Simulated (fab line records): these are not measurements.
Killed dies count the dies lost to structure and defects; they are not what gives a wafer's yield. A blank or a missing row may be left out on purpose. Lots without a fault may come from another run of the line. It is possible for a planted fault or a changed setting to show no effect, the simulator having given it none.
fab line records :: flow n5-finfet
record
  lots=4
  wafers=12
  last-day=18
route steps=1938 shown BEOL_M6@1256 BEOL_M7@1263
lots that met no fault: taken from a fault-free run of the same line
start-h: the number of hours between the record's first day and the start of the first shown wafer of the lot :: wait-h: hours elapsed since this lot's preceding step :: " identical to the entry in the row above :: L1.1+2: several wafers, shown together as one row :: - no value, or no start given :: * or withheld: withheld :: < > ~ a bound
route shown NAME@n: NAME is a module with steps in the file, n the number in the route of the first one :: usual: mean and standard deviation over wafers with no fault :: same: alike in all rows :: chamber/n: place in a boat :: sites: the reading at each site :: _std_site: their standard deviation :: _edge_site: inner sites' mean taken away from outer sites' mean :: radius-mm: for every site, how far away it sits from the centre of the wafer :: mask NAME#n: copy n :: behind: the last tool/chamber to shape the wafer :: hold: why the lot was held/for how many hours/how that ended :: device: the transistor (n, p or np) that didn't switch :: end of line: the tests these same wafers got at the end of their route :: step lacking rows: just its recipe :: killed: dies that structure and defects cost at the first sort, which is not the same as the wafer's yield :: map: a wafer's dies, x killed, . not, _ none there
set.NAME: the run value of the setting; set.NAME@STEP: its run value at that earlier step :: model.NAME: the simulator's own value behind a step, which no gauge read
lots at selected steps of the route; one table per step, one row per wafer
services: when a tool's chamber went out of use (start-h, in hours from the record's first day, below 0 if earlier), for how many hours, and the reason
## steps
# step N5_BEOL_M6_ANNEAL_51
# recipe
  temp-c=225
  time-s=90
  ambient=N2
# step N5_BEOL_M6_CMP_52
# recipe
  stop-on=SiCOH_lowk
  t-overpolish-s=6.9
  down-force-psi=1
  platen-rpm=50
  clearing-platen-down-force-psi=1.5
  clearing-platen-rpm=50
  post-cmp-clean=cu-alkaline
  target-thk-nm=80
  clearing-platen-pad-velocity-m-s=0.99484
  pad-velocity-m-s=0.99484
# step N5_BEOL_M6_PRE_CLEAN_55
# recipe
  gas=NH3
  time-s=15
  temp-c=withheld
  rf-power-w=300
# step N5_BEOL_M6_DEP_56
# recipe
  material=SiCN
  target-thk-a=100
  temp-c=withheld
  precursor=3MS/NH3
  pressure-torr=3
  rf-w=202
  time-s=17.5
# step N5_BEOL_M7_ILD_DEP_00
# recipe
  material=SiCOH_lowk
  target-thk-a=1797.5
  temp-c=300
  precursor=DEMS/porogen
  pressure-torr=5
  rf-w=500
  time-s=33.4
# step N5_BEOL_M7_CURE_74
# recipe
  temp-c=385
  time-s=240
  ambient=He/Ar
  material=SiCOH_lowk
# step N5_BEOL_M7_PECVD_70
# recipe
  material=SiO2
  target-thk-a=200
  temp-c=400
  precursor=TEOS/O2
  pressure-torr=5.5
  rf-w=450
  teos-flow-sccm=53.8
  gas=O2
  flow-sccm=3000
  time-s=22.7
# step N5_BEOL_M7_HM_DEP_02
# recipe
  material=TiN
  target-thk-a=200
  temp-c=25
  chamber-pressure-pa=0.49996
# step N5_BEOL_M7_COAT_59
# recipe
  resist=SOC
  temp-c=250
  time-s=60
  spin-rpm=1500
  resist-thk-nm=100
# usual
  spin-speed-rpm=1500.1/1.1
lot.wafer: L673.1
tool: litho-track-04
chamber: 0
start-h: 216.29
wait-h: 0.1
spin-speed-rpm: 1498.3
model.SOC_of_BEOL_M7_COAT_59.thk-nm: 100

lot.wafer: L673.2
tool: litho-track-04
chamber: 0
start-h: 216.29
wait-h: 0.1
spin-speed-rpm: 1498.1
model.SOC_of_BEOL_M7_COAT_59.thk-nm: 100

lot.wafer: L673.4
tool: litho-track-04
chamber: 0
start-h: 216.29
wait-h: 0.1
spin-speed-rpm: 1500.2
model.SOC_of_BEOL_M7_COAT_59.thk-nm: 100

lot.wafer: L692.3
tool: litho-track-04
chamber: 0
start-h: 322.16
wait-h: 0.1
spin-speed-rpm: 1410.3
model.SOC_of_BEOL_M7_COAT_59.thk-nm: 103.2

lot.wafer: L692.5
tool: litho-track-04
chamber: 0
start-h: 322.16
wait-h: 0.1
spin-speed-rpm: 1410.3
model.SOC_of_BEOL_M7_COAT_59.thk-nm: 103.4

lot.wafer: L692.6
tool: litho-track-04
chamber: 0
start-h: 322.16
wait-h: 0.1
spin-speed-rpm: 1410.0
model.SOC_of_BEOL_M7_COAT_59.thk-nm: 103.4

lot.wafer: L693.2
tool: litho-track-04
chamber: 0
start-h: 327.83
wait-h: 0.1
spin-speed-rpm: 1411.6
model.SOC_of_BEOL_M7_COAT_59.thk-nm: 103.4

lot.wafer: L693.3
tool: litho-track-04
chamber: 0
start-h: 327.83
wait-h: 0.1
spin-speed-rpm: 1410.6
model.SOC_of_BEOL_M7_COAT_59.thk-nm: 103.4

lot.wafer: L693.4
tool: litho-track-04
chamber: 0
start-h: 327.83
wait-h: 0.1
spin-speed-rpm: 1410.0
model.SOC_of_BEOL_M7_COAT_59.thk-nm: 103.2

lot.wafer: L696.1
tool: litho-track-03
chamber: 0
start-h: 358.41
wait-h: 0.1
spin-speed-rpm: 1498.7
model.SOC_of_BEOL_M7_COAT_59.thk-nm: 100

lot.wafer: L696.4
tool: litho-track-03
chamber: 0
start-h: 358.41
wait-h: 0.1
spin-speed-rpm: 1499.5
model.SOC_of_BEOL_M7_COAT_59.thk-nm: 99.8

lot.wafer: L696.6
tool: litho-track-03
chamber: 0
start-h: 358.41
wait-h: 0.1
spin-speed-rpm: 1499.5
model.SOC_of_BEOL_M7_COAT_59.thk-nm: 99.8
# step N5_BEOL_M7_COAT_60
# recipe
  resist=SiARC
  temp-c=220
  time-s=60
  spin-rpm=1500
  resist-thk-nm=35
# step N5_BEOL_M7_COAT_05
# recipe
  resist=CAR-ArF
  spin-rpm=1500
  resist-thk-nm=90
# step N5_BEOL_M7_EBR_07
# recipe
  solvent=PGMEA
  ebr-width-mm=1.5
# step N5_BEOL_M7_SOFTBAKE_06
# recipe
  temp-c=110
  time-s=60
  resist=CAR-ArF
# step N5_BEOL_M7_EXPOSE_08
# recipe
  mask-id=M7
  na=1.35
  source-shape=dipole
  sigma-inner=0.817
  sigma-outer=0.97
  polarization=te
  dose-mj=68.25
# step N5_BEOL_M7_PEB_09
# recipe
  peb-temp-c=withheld
  peb-time-s=60
  resist=CAR-ArF
# step N5_BEOL_M7_DEVELOP_10
# recipe
  develop-time-s=30
  developer=TMAH
  resist=CAR-ArF
  rinse-liquid=diw
  dry=air-spin
  dev-temp-c=23
# step N5_BEOL_M7_DESCUM_16
# recipe
  chemistry=O2
  time-s=7.9
  source-power-w=50
  bias-power-w=20
  pressure-mtorr=20
  rf-frequency-hz=2.712e+07
  temp-c=40
  resist=CAR-ArF
  o2-flow-sccm=225
# step N5_BEOL_M7_ETCH_61
# recipe
  chemistry=CF4
  target=SiARC
  target-depth-a=455
  mask-material=CAR-ArF
  time-s=75.8
  ion-energy-ev=80
  pressure-mtorr=40
  source-w=545
  bias-w=36
  Ar_flow_sccm=100
  cf4-flow-sccm=100
  ends=cleared
# step N5_BEOL_M7_ETCH_62
# recipe
  chemistry=N2/H2
  target=SOC
  target-depth-a=1100
  overetch-a=220
  mask-material=SiARC
  temp-c=40
  time-s=165
  ion-energy-ev=200
  pressure-mtorr=30
  source-w=840
  bias-w=150
  n2-flow-sccm=200
  h2-flow-sccm=200
# usual
  chamber-pressure-mTorr=30.001/0.03
  drypump-motor-current-A=5.6/0.47
  h2-flow-sccm=200.0/0.66
  oes-product-au=0.68/0.064
  rf-vpp-V=524/3.1
  showerhead-plenum-p-Torr=2.56/0.11
  throttle-valve-pct=17.97/0.22
lot.wafer: L673.1
tool: rie-diel-02
chamber: 3
start-h: 217.87
wait-h: 0.0
chamber-pressure-mTorr: 29.943
drypump-motor-current-A: 5.7
h2-flow-sccm: 200.5
oes-product-au: 0.76
rf-hours-counter-h: 33
rf-vpp-V: 521
showerhead-plenum-p-Torr: 2.50
throttle-valve-pct: 17.99
model.etch.depth-nm: 99.92

lot.wafer: L673.2
tool: rie-diel-02
chamber: 0
start-h: 217.87
wait-h: 0.0
chamber-pressure-mTorr: 29.953
drypump-motor-current-A: 5.8
h2-flow-sccm: 199.6
oes-product-au: 0.60
rf-hours-counter-h: 200
rf-vpp-V: 525
showerhead-plenum-p-Torr: 2.53
throttle-valve-pct: 18.08
model.etch.depth-nm: 100.1

lot.wafer: L673.4
tool: rie-diel-02
chamber: 1
start-h: 217.87
wait-h: 0.0
chamber-pressure-mTorr: 30.011
drypump-motor-current-A: 5.0
h2-flow-sccm: 199.3
oes-product-au: 0.78
rf-hours-counter-h: 21
rf-vpp-V: 521
showerhead-plenum-p-Torr: 2.49
throttle-valve-pct: 17.88
model.etch.depth-nm: 99.9

lot.wafer: L692.3
tool: rie-diel-04
chamber: 0
start-h: 322.58
wait-h: 0.0
chamber-pressure-mTorr: 29.964
drypump-motor-current-A: 4.8
h2-flow-sccm: 200.4
oes-product-au: 0.71
rf-hours-counter-h: 51
rf-vpp-V: 528
showerhead-plenum-p-Torr: 2.70
throttle-valve-pct: 17.68
model.etch.depth-nm: 103.2

lot.wafer: L692.5
tool: rie-diel-04
chamber: 3
start-h: 322.58
wait-h: 0.0
chamber-pressure-mTorr: 30.034
drypump-motor-current-A: 6.2
h2-flow-sccm: 199.5
oes-product-au: 0.65
rf-hours-counter-h: -
rf-vpp-V: 522
showerhead-plenum-p-Torr: 2.45
throttle-valve-pct: 18.34
model.etch.depth-nm: 103.4

lot.wafer: L692.6
tool: rie-diel-04
chamber: 2
start-h: 322.58
wait-h: 0.0
chamber-pressure-mTorr: 30.007
drypump-motor-current-A: 6.2
h2-flow-sccm: 199.1
oes-product-au: 0.70
rf-hours-counter-h: -
rf-vpp-V: 528
showerhead-plenum-p-Torr: 2.68
throttle-valve-pct: 18.10
model.etch.depth-nm: 103.3

lot.wafer: L693.2
tool: rie-diel-04
chamber: 2
start-h: 328.26
wait-h: 0.0
chamber-pressure-mTorr: 30.027
drypump-motor-current-A: 6.1
h2-flow-sccm: 201.3
oes-product-au: 0.70
rf-hours-counter-h: 83
rf-vpp-V: 527
showerhead-plenum-p-Torr: 2.68
throttle-valve-pct: 18.10
model.etch.depth-nm: 103.4

lot.wafer: L693.3
tool: rie-diel-04
chamber: 1
start-h: 328.26
wait-h: 0.0
chamber-pressure-mTorr: 30.023
drypump-motor-current-A: 5.2
h2-flow-sccm: 199.2
oes-product-au: 0.82
rf-hours-counter-h: 13
rf-vpp-V: 523
showerhead-plenum-p-Torr: 2.49
throttle-valve-pct: 17.51
model.etch.depth-nm: 103.4

lot.wafer: L693.4
tool: rie-diel-04
chamber: 0
start-h: 328.26
wait-h: 0.0
chamber-pressure-mTorr: 29.979
drypump-motor-current-A: 4.8
h2-flow-sccm: 200.7
oes-product-au: 0.72
rf-hours-counter-h: 53
rf-vpp-V: 528
showerhead-plenum-p-Torr: 2.70
throttle-valve-pct: 17.69
model.etch.depth-nm: 103.2

lot.wafer: L696.1
tool: rie-diel-04
chamber: 0
start-h: 358.84
wait-h: 0.0
chamber-pressure-mTorr: 30.023
drypump-motor-current-A: 4.8
h2-flow-sccm: 200.7
oes-product-au: 0.69
rf-hours-counter-h: 64
rf-vpp-V: 529
showerhead-plenum-p-Torr: 2.70
throttle-valve-pct: 17.71
model.etch.depth-nm: 99.91

lot.wafer: L696.4
tool: rie-diel-04
chamber: 2
start-h: 358.84
wait-h: 0.0
chamber-pressure-mTorr: 29.978
drypump-motor-current-A: 6.1
h2-flow-sccm: 200.2
oes-product-au: 0.66
rf-hours-counter-h: 93
rf-vpp-V: 528
showerhead-plenum-p-Torr: 2.67
throttle-valve-pct: 18.13
model.etch.depth-nm: 99.77

lot.wafer: L696.6
tool: rie-diel-04
chamber: 1
start-h: 358.84
wait-h: 0.0
chamber-pressure-mTorr: 30.019
drypump-motor-current-A: 5.2
h2-flow-sccm: 199.3
oes-product-au: 0.78
rf-hours-counter-h: -
rf-vpp-V: 522
showerhead-plenum-p-Torr: 2.48
throttle-valve-pct: 17.54
model.etch.depth-nm: 99.81
# step N5_BEOL_M7_STRIP_68
# recipe
  chemistry=N2/H2
  temp-c=40
  n2-flow-sccm=200
  h2-flow-sccm=200
  rf-frequency-hz=6e+07
# step N5_BEOL_M7_STRIP_67
# recipe
  chemistry=CF4
  resist=SiARC
  power-w=300
  bias-power-w=75
  pressure-mtorr=50
  cf4-flow-sccm=150
  rf-frequency-hz=6e+07
# step N5_BEOL_M7_HM_OPEN_17
# recipe
  chemistry=Cl2/BCl3
  target-depth-a=200
  overetch-a=60
  target=TiN
  mask-material=SOC
  ion-energy-ev=150
  pressure-mtorr=10
  icp-w=1000
  bias-w=126
  Cl2_flow_sccm=53.25
  bcl3-flow-sccm=21.75
  Ar_flow_sccm=25
# usual
  chamber-pressure-mTorr=10.001/0.011
  drypump-motor-current-A=5.59/0.25
  oes_ar_750_au=0.80/0.11
  oes-product-au=0.69/0.089
  throttle-valve-pct=22.18/0.3
lot.wafer: L673.1
tool: rie-metal-01
chamber: 0
start-h: 218.06
wait-h: 0.0
chamber-pressure-mTorr: 9.989
drypump-motor-current-A: 5.58
oes_ar_750_au: 0.89
oes-product-au: 0.75
rf-hours-counter-h: 15
throttle-valve-pct: 21.96
model.SOC_of_BEOL_M7_COAT_59.thk-nm: 92

lot.wafer: L673.2
tool: rie-metal-01
chamber: 1
start-h: 218.06
wait-h: 0.0
chamber-pressure-mTorr: 9.995
drypump-motor-current-A: 5.37
oes_ar_750_au: 0.69
oes-product-au: 0.58
rf-hours-counter-h: 74
throttle-valve-pct: 22.53
model.SOC_of_BEOL_M7_COAT_59.thk-nm: 92.2

lot.wafer: L673.4
tool: rie-metal-01
chamber: 0
start-h: 218.06
wait-h: 0.0
chamber-pressure-mTorr: 10.016
drypump-motor-current-A: 5.58
oes_ar_750_au: 0.89
oes-product-au: 0.74
rf-hours-counter-h: -
throttle-valve-pct: 21.97
model.SOC_of_BEOL_M7_COAT_59.thk-nm: 91.8

lot.wafer: L692.3
tool: rie-metal-01
chamber: 0
start-h: 322.80
wait-h: 0.1
chamber-pressure-mTorr: 10.000
drypump-motor-current-A: 5.62
oes_ar_750_au: 0.84
oes-product-au: 0.69
rf-hours-counter-h: -
throttle-valve-pct: 22.01
model.SOC_of_BEOL_M7_COAT_59.thk-nm: 95.2

lot.wafer: L692.5
tool: rie-metal-01
chamber: 1
start-h: 322.80
wait-h: 0.1
chamber-pressure-mTorr: 10.005
drypump-motor-current-A: 5.37
oes_ar_750_au: 0.66
oes-product-au: 0.56
rf-hours-counter-h: -
throttle-valve-pct: 22.56
model.SOC_of_BEOL_M7_COAT_59.thk-nm: 95.4

lot.wafer: L692.6
tool: rie-metal-01
chamber: 0
start-h: 322.80
wait-h: 0.1
chamber-pressure-mTorr: 9.998
drypump-motor-current-A: 5.60
oes_ar_750_au: 0.84
oes-product-au: 0.70
rf-hours-counter-h: -
throttle-valve-pct: 21.99
model.SOC_of_BEOL_M7_COAT_59.thk-nm: 95.2

lot.wafer: L693.2
tool: rie-metal-03
chamber: 1
start-h: 328.44
wait-h: 0.0
chamber-pressure-mTorr: 10.007
drypump-motor-current-A: 5.27
oes_ar_750_au: 0.79
oes-product-au: 0.69
rf-hours-counter-h: 33
throttle-valve-pct: 21.95
model.SOC_of_BEOL_M7_COAT_59.thk-nm: 95.4

lot.wafer: L693.3
tool: rie-metal-03
chamber: 1
start-h: 328.44
wait-h: 0.0
chamber-pressure-mTorr: 10.000
drypump-motor-current-A: 5.28
oes_ar_750_au: 0.80
oes-product-au: 0.70
rf-hours-counter-h: -
throttle-valve-pct: 21.95
model.SOC_of_BEOL_M7_COAT_59.thk-nm: 95.6

lot.wafer: L693.4
tool: rie-metal-03
chamber: 0
start-h: 328.44
wait-h: 0.0
chamber-pressure-mTorr: 9.980
drypump-motor-current-A: 5.92
oes_ar_750_au: 0.87
oes-product-au: 0.75
rf-hours-counter-h: -
throttle-valve-pct: 21.83
model.SOC_of_BEOL_M7_COAT_59.thk-nm: 95

lot.wafer: L696.1
tool: rie-metal-03
chamber: 0
start-h: 359.03
wait-h: 0.0
chamber-pressure-mTorr: 10.002
drypump-motor-current-A: 5.91
oes_ar_750_au: 0.86
oes-product-au: 0.74
rf-hours-counter-h: 17
throttle-valve-pct: 21.83
model.SOC_of_BEOL_M7_COAT_59.thk-nm: 91.8

lot.wafer: L696.4
tool: rie-metal-03
chamber: 0
start-h: 359.03
wait-h: 0.0
chamber-pressure-mTorr: 10.011
drypump-motor-current-A: 5.90
oes_ar_750_au: 0.87
oes-product-au: 0.73
rf-hours-counter-h: -
throttle-valve-pct: 21.85
model.SOC_of_BEOL_M7_COAT_59.thk-nm: 91.6

lot.wafer: L696.6
tool: rie-metal-03
chamber: 1
start-h: 359.03
wait-h: 0.0
chamber-pressure-mTorr: 10.021
drypump-motor-current-A: 5.28
oes_ar_750_au: 0.78
oes-product-au: 0.69
rf-hours-counter-h: -
throttle-valve-pct: 21.96
model.SOC_of_BEOL_M7_COAT_59.thk-nm: 92
# step N5_BEOL_M7_STRIP_19
# recipe
  chemistry=O2
  power-w=400
  temp-c=40
  pressure-mtorr=30
  rf-frequency-hz=6e+07
  bias-power-w=0
  overash-fraction=0.2
  o2-flow-sccm=225
## services
tool: litho-track-03
chamber: -
start-h: 197.49
hours: -
kind: consumable-replace:filter

tool: rie-diel-02
chamber: 3
start-h: 253.47
hours: 2.3
kind: repair

tool: rie-metal-03
chamber: -
start-h: 255.54
hours: 1.1
kind: repair

tool: rie-diel-04
chamber: 1
start-h: 263.33
hours: -
kind: clean

tool: rie-diel-04
chamber: 1
start-h: 263.33
hours: -
kind: consumable-replace:focus-ring

tool: rie-diel-04
chamber: 1
start-h: 263.33
hours: 21.3
kind: scheduled-down

tool: rie-diel-04
chamber: 1
start-h: 263.33
hours: 21.3
kind: vent-cycle

tool: rie-metal-01
chamber: -
start-h: 329.92
hours: 2.6
kind: repair

tool: rie-diel-04
chamber: 3
start-h: 352.37
hours: 5.9
kind: repair
## key
first-sign
  step=N5_BEOL_M7_COAT_59
  reading=spin-speed-rpm
  direction=down
  sigmas=84
  usual=*
  struck=*
effect none on later readings
model-effect
  step=N5_BEOL_M7_COAT_59
  value=SOC_of_BEOL_M7_COAT_59.thk-nm
  without=100.2
  struck=103.3
model-effect
  step=N5_BEOL_M7_ETCH_62
  value=etch.depth-nm
  without=100.2
  struck=103.3
model-effect
  step=N5_BEOL_M7_HM_OPEN_17
  value=SOC_of_BEOL_M7_COAT_59.thk-nm
  without=92.2
  struck=95.3
met-at N5_BEOL_M7_COAT_59
struck-wafers L692.3,L692.5,L692.6,L693.2,L693.3,L693.4
onset-between 216.29 322.16
fault
  kind=process-parameter-drift
  tool=litho-track-04
  chamber=-
  onset-h=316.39
  steps=N5_BEOL_M7_COAT_59
  channel=spin-rpm
  offset=*
  shape=step
  end-h=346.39
  acts-in=*
  stated=*
